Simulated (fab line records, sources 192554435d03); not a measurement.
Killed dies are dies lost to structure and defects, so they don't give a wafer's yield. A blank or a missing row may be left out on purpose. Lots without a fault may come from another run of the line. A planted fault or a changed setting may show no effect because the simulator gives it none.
Split-lot experiment | flow n5_finfet | 7 lots, 21 wafers read, on a route of 1938 steps

THE SPLIT
At N5_BEOL_M2_DESCUM_16 (chemistry O2, time 7 s), the setting time_s was moved away from the recipe's 7 s on 3 of the 21 wafers read, by -14.9% to -10.5%. The other wafers ran this setting at the recipe's value.

The reading is taken at the split's own step.

THE READING
CAR-EUV_of_BEOL_M2_COAT_05.thk_nm (the simulator's own value, which no gauge read), in nm, at N5_BEOL_M2_DESCUM_16 (chemistry O2, time 7 s). The file gives no usual value for it. The 18 wafers here that ran the recipe average 26.0 nm, standard deviation 0.1 nm.

wafer  | tool, chamber at the split | time_s as run, s | against the recipe | CAR-EUV_of_BEOL_M2_COAT_05.thk_nm, nm | against lot-mates on the recipe
L080.1 | rie_diel-06, 2             | 7                | recipe             | 25.8                                  | -
L080.2 | rie_diel-06, 1,0           | 7                | recipe             | 26                                    | -
L080.5 | rie_diel-06, 1,0           | 7                | recipe             | 26                                    | -
L081.3 | rie_diel-02, 2,1,2         | 7                | recipe             | 26                                    | -
L081.4 | rie_diel-02, 2,1,2         | 7                | recipe             | 26                                    | -
L081.6 | rie_diel-02, 2,1,2         | 7                | recipe             | 26                                    | -
L084.1 | rie_diel-02, 3,0           | 7                | recipe             | 26                                    | -
L084.5 | rie_diel-02, 3,0           | 7                | recipe             | 26                                    | -
L084.4 | rie_diel-02, 2             | 6.266            | -10.5%             | 26.2                                  | +0.2
L088.1 | rie_diel-02, 0,2,1         | 7                | recipe             | 26                                    | -
L088.2 | rie_diel-02, 0,2,1         | 7                | recipe             | 26                                    | -
L088.3 | rie_diel-02, 0,2,1         | 7                | recipe             | 26                                    | -
L091.1 | rie_diel-02, 0,1,0         | 7                | recipe             | 26.2                                  | -
L091.5 | rie_diel-02, 0,1,0         | 7                | recipe             | 26.2                                  | -
L091.6 | rie_diel-02, 0,1,0         | 7                | recipe             | 26.2                                  | -
L093.1 | rie_diel-06, 3             | 7                | recipe             | 26.2                                  | -
L093.2 | rie_diel-06, 0             | 5.958            | -14.9%             | 26.8                                  | +0.6
L093.5 | rie_diel-06, 1             | 5.958            | -14.9%             | 26.6                                  | +0.4
L095.3 | rie_diel-02, 1,0,3         | 7                | recipe             | 26                                    | -
L095.4 | rie_diel-02, 1,0,3         | 7                | recipe             | 26                                    | -
L095.6 | rie_diel-02, 1,0,3         | 7                | recipe             | 26                                    | -
Where a row lists several chambers, the file gives one row for several wafers and doesn't say which wafer went through which chamber.

THE FIT
A straight line over all 21 wafers: CAR-EUV_of_BEOL_M2_COAT_05.thk_nm changes by -0.0393 nm for each +1% of time_s; r = -0.85; the points scatter about the line by 0.12 nm.
The same after taking each lot's own level away (the mean of its wafers on the recipe; 21 wafers): -0.0308 nm for each +1%; r = -0.94; scatter 0.059 nm.
On that fit, the largest move of time_s shifts the reading by 0.46 nm.
The lots' own levels span 25.93 to 26.20 nm, that is 2.7 times the standard deviation above.
So the lot-to-lot level changes the slope: the two fits differ.
Check: with one of the wafers moved furthest among these (-14.9%) left out of the fit, the line predicts +0.362 nm for it against its lot-mates. It came out at +0.6 nm against them.

OTHER SPLITS ON THESE WAFERS
These wafers also went through other splits before the reading. Each is held against what the fit with the lots' levels taken away leaves over:
other split on the same wafers | wafers away from the commonest value | r with CAR-EUV_of_BEOL_M2_COAT_05.thk_nm (lot level and that fit taken away)
N5_BEOL_M0_ETCH_138 source_w   | 9                                    | +0.16

THE FILE'S OWN FIT
CAR-EUV_of_BEOL_M2_COAT_05.thk_nm changes by -0.0288 nm for each +1% of time_s, r = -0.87.
